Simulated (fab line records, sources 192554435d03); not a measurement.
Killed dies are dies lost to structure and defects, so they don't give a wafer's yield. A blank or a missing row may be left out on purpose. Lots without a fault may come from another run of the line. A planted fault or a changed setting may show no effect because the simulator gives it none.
fab line records | flow n5_finfet
record lots=5 wafers=15 last_day=16
route steps=1938 shown FIN_SAQP@119 FIN_CUT@154 STI_FIN_REVEAL@196 BEOL_M4@1111 PASSIVATION@1936
lots that met no fault: from a run of the same line without faults
start_h: hours from the record's first day to the start of the lot's first wafer shown | wait_h: hours since the lot's step before | " the same as in the row above | L1.1+2: a row that stands for several wafers | - no value, or no start given | * or withheld: withheld | < > ~ a bound
route shown NAME@n: a module of which the file shows steps, and the number in the route of the first | usual: mean/standard deviation of fault-free wafers | same: alike in all rows | chamber/n: place in a boat | sites: the reading at each site | _std_site: their standard deviation | _edge_site: outer sites' mean less inner sites' | radius_mm: how far each site lies from the wafer's centre | mask NAME#n: copy n | behind: the tool/chamber that last shaped the wafer | hold: why the lot was held/for how many hours/how that ended | device: the transistor (n, p or np) that didn't switch | end of line: the same wafers' tests at the end of the route | a step without rows: its recipe alone | killed: dies lost to structure and defects at the first sort, not the wafer's yield | map: a wafer's dies, x killed, . not, _ none there
set.NAME: the setting as run; set.NAME@STEP: as run at that earlier step | model.NAME: the simulator's own value behind a step, which no gauge read
lots at some steps of the route; a table a step, a row a wafer
services: from which hour (start_h, from the record's first day; less than 0 if before it) a tool's chamber was out of use, for how many hours, and why
## steps
# step N5_FIN_SAQP_STRIP_74
# recipe chemistry=CHF3/O2 resist=SiARC rf_frequency_hz=6e+07
# step N5_FIN_SAQP_MANDREL_ETCH_22
# recipe target_depth_a=600 chemistry=HBr/Cl2 target=a-Si stop_on=SiNx bt_time_s=10 over_etch_frac=0.5 time_s=30 pressure_mtorr=10 icp_w=800 bias_w=75 HBr_flow_sccm=150 Cl2_flow_sccm=80 ends=end_point
# step N5_FIN_SAQP_STRIP_55
# recipe chemistry=N2/H2 power_w=500 temp_c=40 pressure_mtorr=50 rf_frequency_hz=6e+07 overash_fraction=0.3 bias_power_w=28 h2_frac=0.5 n2_flow_sccm=300 h2_flow_sccm=300
# step N5_FIN_SAQP_STRIP_23
# recipe chemistry=SPM time_s=750 temp_c=130 h2so4_h2o2_vol_ratio=4
# step N5_FIN_SAQP_SRD_66
# recipe dry=ipa_marangoni time_s=30 temp_c=23 rinse_liquid=diw
# step N5_FIN_SAQP_RECESS_75
# recipe chemistry=HF/NH3 target=SiO2 target_depth_a=144 afs_cycles=3 temp_c=30 sublimation_temp_c=180 sublimation_time_s=60
# step N5_FIN_SAQP_SPACER1_ALD_24
# recipe material=SiO2 target_thk_a=203 temp_c=300 ald_precursor_family=BDEAS ald_co_reactant=O2-plasma pulse_time_s=1 purge_time_s=2 co_reactant_purge_time_s=2 ald_cycles=218 pressure_torr=2
# step N5_FIN_SAQP_SPACER1_ETCHBACK_25
# recipe chemistry=CHF3/O2 mode=anisotropic_etchback target=SiO2 target_depth_a=244 time_s=12.2 pressure_mtorr=30 source_w=650 bias_w=170 Ar_flow_sccm=200 CHF3_flow_sccm=50 O2_flow_sccm=5 ion_energy_ev=200
# step N5_FIN_SAQP_MANDREL1_REMOVE_56
# recipe chemistry=HBr/Cl2/O2 bt_time_s=10 target=a-Si stop_on=SiNx endpoint=OES-SiCl over_etch_frac=1 icp_w=600 bias_w=22 HBr_flow_sccm=150 Cl2_flow_sccm=80 O2_flow_sccm=5 pressure_mtorr=10
# step N5_FIN_SAQP_ETCH_57
# recipe chemistry=CH3F/O2 target=SiNx mask_material=SiO2 target_depth_a=325 time_s=46.4 pressure_mtorr=30 source_w=395 bias_w=73 Ar_flow_sccm=150 CH3F_flow_sccm=30 O2_flow_sccm=20 ion_energy_ev=120 ends=cleared
# step N5_FIN_SAQP_ETCH_65
# recipe chemistry=CF4 target=SiO2 target_depth_a=40 ion_energy_ev=350 time_s=4.4 pressure_mtorr=10 icp_w=800 bias_w=400 cf4_flow_sccm=80
# step N5_FIN_SAQP_MANDREL_ETCH_58
# recipe chemistry=HBr/Cl2 target=a-Si target_depth_a=450 bt_time_s=10 stop_on=SiNx mask_material=SiO2 over_etch_frac=0.8 time_s=27 pressure_mtorr=10 icp_w=800 bias_w=75 HBr_flow_sccm=150 Cl2_flow_sccm=80 ends=end_point
# usual drypump_motor_current_A=5.7/0.5 oes_product_au=0.697/0.014 throttle_valve_pct=35.43/0.12
# columns lot.wafer tool chamber start_h wait_h drypump_motor_current_A oes_product_au rf_hours_counter_h throttle_valve_pct model.SiNx_of_FIN_SAQP_HM_DEP_03.thk_nm
L773.4 rie_si-04 0 78.59 0.0 5.8 0.702 33 35.41 38.81
L773.5 " 2 " " 6.4 0.705 - 35.53 38.8
L773.6 " 3 " " 5.7 0.723 - 35.33 38.43
L776.3 rie_si-04 0 96.50 0.0 5.8 0.711 33 35.39 33.6
L776.4 " 3 " " 5.6 0.721 151 35.34 33.4
L776.5 " 2 " " 6.4 0.684 - 35.56 33.8
L778.1 rie_si-01 0 107.61 0.0 5.1 0.678 76 35.38 36.8
L778.4 " 1 " " 5.4 0.697 42 35.33 37.6
L778.6 " 0 " " 5.1 0.702 - 35.37 37.8
L780.1 rie_si-04 3 121.25 0.0 5.6 0.717 151 35.36 34.4
L780.4 " 1 " " 5.6 0.681 - 35.58 34.8
L780.6 " 2 " " 6.4 0.693 - 35.55 34.2
L781.1 rie_si-04 1 128.28 0.0 5.6 0.669 6 35.59 34
L781.3 " 0 " " 5.8 0.688 34 35.41 34
L781.5 " 2 " " 6.5 0.695 - 35.56 34.6
# step N5_FIN_SAQP_RECESS_63
# recipe chemistry=HF/NH3 target=SiO2 target_depth_a=180 afs_cycles=3 temp_c=30 sublimation_temp_c=180 sublimation_time_s=60
# step N5_FIN_SAQP_COAT_68
# recipe resist=SOC temp_c=250 time_s=60 spin_rpm=1500 resist_thk_nm=100
# step N5_FIN_SAQP_ETCH_69
# recipe chemistry=N2/H2 target=SOC target_depth_a=1500 stop_on=SiNx ion_energy_ev=100 bias_w=61 pressure_mtorr=30 source_w=850 n2_flow_sccm=200 h2_flow_sccm=200
# step N5_FIN_SAQP_ETCH_67
# recipe chemistry=CH3F/O2 target=SiNx target_depth_a=300 mask_material=SOC pressure_mtorr=30 source_w=395 bias_w=73 Ar_flow_sccm=150 CH3F_flow_sccm=30 O2_flow_sccm=20 ion_energy_ev=120
# step N5_FIN_SAQP_STRIP_70
# recipe chemistry=N2/H2 power_w=500 temp_c=40 pressure_mtorr=50 rf_frequency_hz=6e+07 overash_fraction=0.3 bias_power_w=28 h2_frac=0.5 n2_flow_sccm=300 h2_flow_sccm=300
# step N5_FIN_SAQP_RECESS_71
# recipe chemistry=HF/NH3 target=SiO2 target_depth_a=30 afs_cycles=1 temp_c=30 sublimation_temp_c=180 sublimation_time_s=60
# step N5_FIN_SAQP_SPACER2_ALD_28
# recipe material=SiO2 target_thk_a=81 temp_c=300 ald_precursor_family=BDEAS ald_co_reactant=O2-plasma pulse_time_s=1 purge_time_s=2 co_reactant_purge_time_s=2 pressure_torr=2
# step N5_FIN_SAQP_SPACER2_ETCHBACK_29
# recipe chemistry=CHF3/O2 mode=anisotropic_etchback target=SiO2 target_depth_a=122 time_s=6.1 pressure_mtorr=30 source_w=650 bias_w=170 Ar_flow_sccm=200 CHF3_flow_sccm=50 O2_flow_sccm=5 ion_energy_ev=200
# step N5_FIN_SAQP_MANDREL2_REMOVE_60
# recipe chemistry=HBr/Cl2/O2 bt_time_s=10 target=a-Si stop_on=SiNx endpoint=OES-SiCl over_etch_frac=1 icp_w=600 bias_w=22 HBr_flow_sccm=150 Cl2_flow_sccm=80 O2_flow_sccm=5 pressure_mtorr=10
# step N5_FIN_SAQP_HM_OPEN_33
# recipe chemistry=CH3F/O2 target=SiNx mask_material=SiO2 target_depth_a=494 time_s=70.6 pressure_mtorr=30 source_w=395 bias_w=73 Ar_flow_sccm=150 CH3F_flow_sccm=30 O2_flow_sccm=20 ion_energy_ev=120 ends=cleared
# usual drypump_motor_current_A=5.8/0.42 etch_rf_on_time_s=69.0/1.2 oes_f_703_au=0.78/0.074 oes_product_au=0.67/0.07 rf_vpp_V=298.7/2.2 showerhead_plenum_p_Torr=1.99/0.052 throttle_valve_pct=16.33/0.25
# columns lot.wafer tool chamber start_h wait_h drypump_motor_current_A etch_rf_on_time_s oes_f_703_au oes_product_au rf_hours_counter_h rf_vpp_V showerhead_plenum_p_Torr throttle_valve_pct model.etch.depth_nm
L773.4 rie_diel-04 2 80.22 0.1 4.9 71.3 0.74 0.63 159 295.8 1.92 16.06 38.18
L773.5 " 0 " " 5.7 69.3 0.85 0.75 - 296.8 1.95 16.48 38.24
L773.6 " 3 " " 6.2 68.4 0.83 0.72 - 300.8 1.95 15.96 37.8
L776.3 rie_diel-03 1 99.70 0.0 5.8 61.2 0.71 0.59 217 295.4 1.98 16.61 32.91
L776.4 " 2 " " 6.0 61.7 0.78 0.67 99 301.8 2.02 16.20 32.78
L776.5 " 2 " " 6.0 62.2 0.79 0.67 - 302.5 2.02 16.18 33.18
L778.1 rie_diel-01 1 109.02 0.0 6.0 65.9 0.86 0.77 48 298.9 2.04 16.29 36.21
L778.4 " 2 " " 6.4 68.1 0.79 0.67 - 300.6 2.01 16.71 37.07
L778.6 " 1 " " 6.0 67.8 0.87 0.76 - 300.9 2.04 16.28 37.22
L780.1 rie_diel-04 1 124.03 1.1 5.6 62.2 0.70 0.59 218 297.7 2.06 16.45 33.82
L780.4 " 3 " " 6.2 61.9 0.81 0.70 79 299.9 1.94 15.97 34.16
L780.6 " 2 " " 5.0 62.8 0.72 0.62 - 298.1 1.92 16.10 33.5
L781.1 rie_diel-04 2 130.09 0.3 4.9 62.4 0.72 0.62 180 295.8 1.91 16.11 33.37
L781.3 " 1 " " 5.6 61.4 0.69 0.59 222 297.1 2.06 16.43 33.35
L781.5 " 3 " " 6.2 61.6 0.81 0.69 - 301.7 1.94 15.99 33.98
# step N5_FIN_SAQP_ETCH_34
# recipe chemistry=C4F6/O2 target=SiO2 target_depth_a=450 time_s=15 ion_energy_ev=250 pressure_mtorr=30 source_w=345 bias_w=185 Ar_flow_sccm=300 C4F6_flow_sccm=10 O2_flow_sccm=10 ends=cleared
# step N5_FIN_SAQP_STRIP_77
# recipe chemistry=N2/H2 time_s=90 power_w=100 temp_c=40 pressure_mtorr=100 rf_frequency_hz=6e+07 bias_power_w=3 n2_flow_sccm=300 h2_flow_sccm=300
# step N5_FIN_SAQP_ETCH_64
# recipe chemistry=CF4 target=SiO2 target_depth_a=15 ion_energy_ev=350 pressure_mtorr=10 icp_w=800 bias_w=400 cf4_flow_sccm=80
# step N5_FIN_SAQP_FIN_ETCH_36
# recipe chemistry=HBr/Cl2/O2 target_depth_a=1200 mask_material=SiNx time_s=50.4 bias_w=102 pressure_mtorr=10 icp_w=800 HBr_flow_sccm=150 Cl2_flow_sccm=80 O2_flow_sccm=12
# step N5_FIN_SAQP_PRECLEAN_38
# recipe chemistry=O3/DIW time_s=45 temp_c=22 o3_ppm=10
# step N5_FIN_SAQP_PRECLEAN_45
# recipe chemistry=dHF time_s=10 dilution=500:1 temp_c=25
# step N5_FIN_SAQP_SRD_39
# recipe dry=ipa_marangoni time_s=30 temp_c=23 rinse_liquid=diw
# step N5_FIN_CUT_COAT_18
# recipe resist=SOC temp_c=250 time_s=60 spin_rpm=1500 resist_thk_nm=230
# step N5_FIN_CUT_COAT_19
# recipe resist=SiARC temp_c=220 time_s=60 spin_rpm=1500 resist_thk_nm=20
# step N5_FIN_CUT_COAT_29
# recipe resist=underlayer temp_c=205 time_s=60 spin_rpm=1500 resist_thk_nm=10
# step N5_FIN_CUT_COAT_02
# recipe resist=CAR-EUV spin_rpm=1500 resist_thk_nm=30
# step N5_FIN_CUT_EBR_04
# recipe solvent=PGMEA ebr_width_mm=1.5
# step N5_FIN_CUT_SOFTBAKE_03
# recipe temp_c=110 time_s=60 resist=CAR-EUV
# step N5_FIN_CUT_EXPOSE_05
# recipe mask_id=FIN_CUT na=0.33 source_shape=annular sigma_inner=0.35 sigma_outer=0.8 polarization=unpolarized dose_mj=45.75
# step N5_STI_FIN_REVEAL_RECESS_09
# recipe chemistry=HF/NH3 target=SiO2 afs_cycles=11 target_depth_a=425 temp_c=30 sublimation_temp_c=180 sublimation_time_s=60
# usual drypump_motor_current_A=5.76/0.28 foreline_p_Torr=0.1281/0.00043
# columns lot.wafer tool chamber start_h wait_h drypump_motor_current_A foreline_p_Torr model.SiNx_of_FIN_SAQP_HM_DEP_03.thk_nm
L773.4 vapor_etch-02 0 88.79 0.6 6.04 0.1281 19
L773.5 " 1 " " 5.94 0.1275 18.8
L773.6 " 0 " " 6.04 0.1280 18.4
L776.3 vapor_etch-02 0 108.02 0.6 6.04 0.1281 13.8
L776.4 " 1 " " 5.93 0.1282 13.4
L776.5 " 0 " " 6.03 0.1281 13.8
L778.1 vapor_etch-02 1 116.90 0.0 5.99 0.1284 17.2
L778.4 " 1 " " 5.99 0.1281 17.8
L778.6 " 0 " " 6.05 0.1280 18.2
L780.1 vapor_etch-01 0 131.99 0.0 5.31 0.1288 14.6
L780.4 " 0 " " 5.31 0.1286 15
L780.6 " 1 " " 5.63 0.1279 14.4
L781.1 vapor_etch-01 0 138.30 0.0 5.32 0.1277 14.2
L781.3 " 1 " " 5.64 0.1274 14
L781.5 " 0 " " 5.34 0.1279 15
# step N5_BEOL_M4_RC_MEAS_101
# usual DIBL_N=35.7/1.3 DIBL_P=36.0/1.6 IOFF_N=0.154/0.025 IOFF_P=0.21/0.034 ION_N=675/9.7 ION_P=465/7.4 SS_N=71.3/0.55 SS_P=73.1/0.52 VT_N=250/3 VT_P=-249/3.6
# columns lot.wafer tool chamber start_h wait_h DIBL_N[mV/V] DIBL_P[mV/V] IOFF_N[nA/um] IOFF_P[nA/um] ION_N[uA/um] ION_P[uA/um] SS_N[mV/dec] SS_P[mV/dec] VT_N[mV] VT_P[mV]
L773.4 prober-02 0 218.59 0.5 33.8 34.7 0.129 0.18 673 465 71.3 72.3 252 -253
L773.5 " 0 " " 35.8 36.6 0.159 0.19 682 463 72.1 73.5 249 -255
L773.6 " 0 " " 35.9 36.4 0.155 0.20 686 463 71.7 73.5 248 -254
L776.3 prober-01 0 236.68 0.3 38.4 36.9 0.186 0.20 674 452 71.4 73.9 249 -254
L776.4 " 0 " " 35.8 35.3 0.137 0.18 673 463 70.3 73.1 253 -252
L776.5 " 0 " " 36.4 35.3 0.145 0.18 674 460 70.5 73.6 250 -253
L778.1 prober-02 0 242.55 0.0 37.4 37.3 0.170 0.24 679 468 71.9 73.3 246 -247
L778.4 " 0 " " 36.7 36.2 0.157 0.21 684 468 71.5 73.4 246 -249
L778.6 " 0 " " 38.1 38.4 0.190 0.25 680 469 72.3 73.3 246 -247
L780.1 prober-01 0 270.80 0.0 36.5 38.8 0.185 0.24 698 480 72.6 73.9 246 -247
L780.4 " 0 " " 34.9 37.3 0.155 0.22 678 470 71.2 73.4 247 -249
L780.6 " 0 " " 35.7 38.0 0.183 0.24 687 471 71.4 73.7 244 -247
L781.1 prober-01 0 278.05 0.0 36.8 36.5 0.183 0.24 686 474 71.3 73.2 247 -249
L781.3 " 0 " " 34.4 34.5 0.152 0.20 687 475 70.5 72.4 249 -248
L781.5 " 0 " " 36.7 36.6 0.181 0.24 689 471 71.1 73.3 248 -248
# step N5_PASSIVATION_PROBE_49
# usual defect_limited_yield=91.6/1.4 killed_at_M0_to_M3=35/10 killed_at_M4_up=13/5.3 killed_at_contacts=12/5.9 killed_at_front_end=36/9.9 killed_at_other=3.2/3 killed_dies=99/16 killed_open=66/12 killed_short=32/7.7 sort_bin_5_function=4.9/0.91 sort_bin_6_memory=3.2/0.65 sort_n_pass=1081/16 sort_yield_pct=91.6/1.4
# same gross_dies=1180 killed_at_back_side=0 sort_bin_4_leakage[%]=0 sort_bin_8_speed[%]=0
# columns lot.wafer tool chamber start_h wait_h defect_limited_yield[%] killed_at_M0_to_M3 killed_at_M4_up killed_at_contacts killed_at_front_end killed_at_other killed_dies killed_open killed_short sort_bin_5_function[%] sort_bin_6_memory[%] sort_n_pass sort_yield_pct[%]
L773.4 prober-02 - 321.90 0.2 91.2 34 15 19 33 3 104 71 32 6.0 2.7 1076 91.2
L776.3 prober-02 - 337.18 0.1 91.9 46 10 8 30 1 95 57 30 3.7 3.4 1085 91.9
L776.4 prober-02 - 337.23 0.2 92.6 48 12 4 22 1 87 58 28 4.4 2.7 1093 92.6
L776.5 prober-02 - 337.28 0.2 90.6 44 12 7 45 3 111 77 31 5.7 3.6 1069 90.6
L778.1 prober-01 - 350.25 0.0 92.9 22 14 10 36 2 84 57 24 4.5 2.5 1096 92.9
L778.4 prober-01 - 350.40 0.2 93.5 34 14 11 16 2 77 50 25 3.6 2.7 1103 93.5
L778.6 prober-01 - 350.50 0.3 91.3 28 18 16 38 3 103 72 31 5.1 3.5 1077 91.3
L780.6 prober-02 - 382.93 0.3 93.5 29 6 7 31 4 77 52 25 4.5 2.0 1103 93.5
# killed by level:class
L773.4 MOL_CONTACT_COAG:geometric_particle:open=16 STI_FIN_REVEAL:geometric_particle:open=9 FIN_SAQP:geometric_particle:short=8 BEOL_M3:geometric_particle:open=7 FIN_SAQP:geometric_particle:open=6 BEOL_M1:geometric_particle:open=6 BEOL_M2:geometric_particle:short=6 BEOL_M2:geometric_particle:open=6
L776.3 BEOL_M0_SAQP:geometric_particle:open=13 BEOL_M0_SAQP:geometric_particle:short=11 BEOL_M1:geometric_particle:open=8 MOL_CONTACT_COAG:geometric_particle:open=7 HKMG_FIN:area_etch=6 DUMMY_GATE:geometric_particle:open=5 BEOL_M3:geometric_particle:open=5 FIN_SAQP:geometric_particle:short=4
L776.4 BEOL_M0_SAQP:geometric_particle:open=14 BEOL_M1:geometric_particle:open=11 BEOL_M0_SAQP:geometric_particle:short=10 FIN_SAQP:geometric_particle:short=5 DUMMY_GATE:geometric_particle:open=5 BEOL_M1:geometric_particle:short=5 BEOL_M3:geometric_particle:open=4 MOL_CONTACT_COAG:geometric_particle:open=4
L776.5 BEOL_M0_SAQP:geometric_particle:short=13 DUMMY_GATE:geometric_particle:open=12 BEOL_M0_SAQP:geometric_particle:open=10 BEOL_M1:geometric_particle:open=10 FIN_SAQP:geometric_particle:open=8 STI_FIN_REVEAL:geometric_particle:open=7 MOL_CONTACT_COAG:geometric_particle:open=6 BEOL_M4:geometric_particle:open=5
L778.1 DUMMY_GATE:geometric_particle:open=10 MOL_CONTACT_COAG:geometric_particle:open=10 FIN_SAQP:geometric_particle:open=5 BEOL_M0:geometric_particle:open=5 BEOL_M4:geometric_particle:open=5 FIN_SAQP:geometric_particle:short=4 GATE_CUT:geometric_particle:short=4 BEOL_M0_SAQP:geometric_particle:short=4
L778.4 BEOL_M0_SAQP:geometric_particle:open=9 MOL_CONTACT_COAG:geometric_particle:open=8 BEOL_M2:geometric_particle:open=7 BEOL_M0:geometric_particle:open=5 GATE_CUT:geometric_particle:short=4 BEOL_M0_SAQP:geometric_particle:short=4 BEOL_M3:geometric_particle:open=4 MOL_CONTACT_COAG:geometric_particle:short=3
L778.6 MOL_CONTACT_COAG:geometric_particle:open=15 GATE_CUT:geometric_particle:short=12 GATE_CUT:geometric_particle:open=9 BEOL_M3:geometric_particle:open=7 BEOL_M1:geometric_particle:open=6 BEOL_M4:geometric_particle:open=6 FIN_SAQP:geometric_particle:short=4 STI_FIN_REVEAL:geometric_particle:open=4
L780.6 FIN_SAQP:geometric_particle:short=9 BEOL_M3:geometric_particle:open=9 BEOL_M0_SAQP:geometric_particle:open=8 MOL_CONTACT_COAG:geometric_particle:open=7 FIN_SAQP:geometric_particle:open=6 BEOL_M0_SAQP:geometric_particle:short=6 DUMMY_GATE:geometric_particle:open=4 GATE_CUT:geometric_particle:open=3
## services
# columns tool chamber start_h hours kind
rie_si-04 - 103.86 4.3 pm
rie_diel-01 3 104.27 - clean
rie_diel-01 3 104.27 - consumable_replace:focus_ring
rie_diel-01 3 104.27 - consumable_replace:showerhead
rie_diel-01 3 104.27 16.1 scheduled_down
rie_diel-01 3 104.27 16.1 vent_cycle
rie_diel-03 - 109.52 28.1 pm
rie_si-04 0 118.96 4.0 repair
rie_si-01 2 126.56 32.8 repair
## key
first_sign step=N5_FIN_SAQP_HM_OPEN_33 reading=etch_rf_on_time_s direction=down sigmas=5.7 usual=* struck=*
effect none on later readings
model_effect step=N5_FIN_SAQP_MANDREL_ETCH_58 value=SiNx_of_FIN_SAQP_HM_DEP_03.thk_nm without=38.21 struck=34.09
model_effect step=N5_FIN_SAQP_HM_OPEN_33 value=etch.depth_nm without=37.59 struck=33.45
model_effect step=N5_STI_FIN_REVEAL_RECESS_09 value=SiNx_of_FIN_SAQP_HM_DEP_03.thk_nm without=18.38 struck=14.24
met_at N5_FIN_SAQP_MANDREL_ETCH_58
struck_wafers L776.3,L776.4,L776.5,L780.1,L780.4,L780.6,L781.1,L781.3,L781.5
onset_between 78.59 96.50
fault kind=process_parameter_drift tool=rie_si-04 chamber=- onset_h=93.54 steps=N5_FIN_SAQP_MANDREL_ETCH_58 channel=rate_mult offset=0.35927 shape=step end_h=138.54
